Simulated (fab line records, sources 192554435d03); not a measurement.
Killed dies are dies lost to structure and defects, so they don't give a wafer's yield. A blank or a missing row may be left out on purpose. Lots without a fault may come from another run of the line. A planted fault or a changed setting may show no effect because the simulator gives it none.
Chamber matching | flow n5_finfet | N5_BEOL_M14_DEP_53 on pecvd-02: 3 sister chambers
The step deposits SiCN from 3MS/NH3, target thk 50 nm, time 17.8 s. 3 wafers are shown with their chamber, then 10 later ones without.

WAFERS WITH THEIR CHAMBER
wafer  | chamber | throttle_valve_pct (%)
L084.6 | 1       | 19.0
L082.1 | 0       | 19.4
L082.4 | 2       | 17.1

WAFERS WITHOUT THEIR CHAMBER
wafer  | throttle_valve_pct (%)
L082.6 | 19.2
L088.1 | 19.1
L088.2 | 17.5
L088.4 | 17.2
L094.2 | 17.3
L094.4 | 18.9
L094.5 | 17.5
L095.2 | 17.6
L095.3 | 19.3
L095.4 | 19.0

WHICH CHAMBER EACH WENT THROUGH
wafer  | from the rows above     | in truth
L082.6 | can't be placed: 0 or 1 | 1
L088.1 | can't be placed: 1 or 0 | 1
L088.2 | 2                       | 2
L088.4 | 2                       | 2
L094.2 | 2                       | 2
L094.4 | can't be placed: 1 or 0 | 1
L094.5 | 2                       | 2
L095.2 | 2                       | 2
L095.3 | can't be placed: 0 or 1 | 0
L095.4 | can't be placed: 1 or 0 | 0
Placed correctly: 5 of 10. Can't be placed from these rows: 5 (the true chamber is among the candidates in 5). Placed wrongly: 0.
How it was worked out, from the rows above alone: a wafer's distance from a chamber is the root of the sum, over the readings, of the square of ((its reading less the chamber's mean) divided by the reading's scatter). The wafer belongs to the nearest chamber; if the next one is less than 2 further off, it can't be placed. A chamber's mean is the mean of its shown wafers. The scatter: with one shown wafer a chamber, the root of the mean of the squares of how far each hidden wafer lies from its nearest shown one.
